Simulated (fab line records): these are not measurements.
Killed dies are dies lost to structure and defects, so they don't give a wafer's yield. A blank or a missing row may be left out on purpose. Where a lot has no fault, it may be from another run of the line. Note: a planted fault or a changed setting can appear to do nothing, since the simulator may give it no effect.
One fault seen from 2 desks + flow n5_finfet + every desk sees just its own numbers, and what lay behind them comes last

TOOL OWNER'S DESK, vapor_etch-02
The tool's own readings at N5_STI_FIN_REVEAL_RECESS_09 (chemistry HF/NH3, target SiO2, afs cycles 11, target depth 42.5 nm, sublimation time 60 s): means of the sampled wafers that have a number, for each lot that ran on this tool. Marked OUT: a lot whose mean sits more than 4 standard deviations from the usual mean, which makes it out of limits; the brackets give that distance.
Columns: A = drypump_motor_current_A at N5_STI_FIN_REVEAL_RECESS_09, usual 5.70 A; B = foreline_p_Torr at N5_STI_FIN_REVEAL_RECESS_09, usual 0.1280 Torr
| lot  | first seen here | A    | B      |
|------|-----------------|------|--------|
| L474 | day 3 16:13     | 5.66 | 0.1277 |
| L475 | day 3 21:34     | 5.62 | 0.1275 |
| L476 | day 4 05:01     | 5.58 | 0.1280 |
| L477 | day 4 11:39     | 5.67 | 0.1284 |
This desk's finding: nothing out of limits on any of the 4 lots.

METROLOGY DESK
Means of the sampled wafers that have a number, per lot and without regard to the tool the lot ran on: this is what the gauges read. Marked OUT: a lot whose mean sits more than 4 standard deviations from the usual mean, which makes it out of limits; the brackets give that distance. Readings shown: 7 of its 11, picked as those furthest out on some lot.
Columns: A = trench_depth_nm at N5_STI_FIN_REVEAL_FIN_H_MEAS_10, usual 51.7 nm; B = IOFF_N at N5_BEOL_M4_RC_MEAS_101, usual 0.18 nA/um; C = IOFF_P at N5_BEOL_M4_RC_MEAS_101, usual 0.24 nA/um; D = ION_P at N5_BEOL_M4_RC_MEAS_101, usual 464 uA/um; E = SS_P at N5_BEOL_M4_RC_MEAS_101, usual 73.6 mV/dec; F = VT_N at N5_BEOL_M4_RC_MEAS_101, usual 249 mV; G = VT_P at N5_BEOL_M4_RC_MEAS_101, usual -249 mV
| lot  | first seen here | A    | B    | C    | D   | E    | F   | G    |
|------|-----------------|------|------|------|-----|------|-----|------|
| L472 | day 3 09:55     | 50.5 | 0.17 | 0.22 | 453 | 74.1 | 250 | -253 |
| L474 | day 3 18:55     | 51.9 | 0.18 | 0.22 | 464 | 73.6 | 249 | -251 |
| L475 | day 4 00:22     | 51.6 | 0.17 | 0.24 | 465 | 74.1 | 249 | -248 |
| L476 | day 4 07:47     | 50.9 | 0.17 | 0.24 | 456 | 73.6 | 250 | -250 |
| L477 | day 4 14:23     | 53.1 | 0.19 | 0.24 | 468 | 73.5 | 251 | -248 |
| L485 | day 6 13:19     | 53.0 | 0.13 | 0.18 | 463 | 72.5 | 254 | -254 |
| L487 | day 7 00:55     | 51.3 | 0.20 | 0.26 | 462 | 73.7 | 247 | -247 |
| L488 | day 7 08:47     | 51.4 | 0.19 | 0.24 | 469 | 73.0 | 248 | -246 |
| L491 | day 8 02:19     | 52.4 | 0.19 | 0.24 | 465 | 74.1 | 245 | -251 |
| L492 | day 8 06:14     | 51.3 | 0.17 | 0.20 | 454 | 73.4 | 249 | -252 |
This desk's finding: nothing out of limits on any of the 10 lots.

PUT TOGETHER
The desk of the tool owner found nothing out of limits.
The metrology desk saw nothing out of limits.

WHAT WAS PUT IN BY THE SIMULATOR
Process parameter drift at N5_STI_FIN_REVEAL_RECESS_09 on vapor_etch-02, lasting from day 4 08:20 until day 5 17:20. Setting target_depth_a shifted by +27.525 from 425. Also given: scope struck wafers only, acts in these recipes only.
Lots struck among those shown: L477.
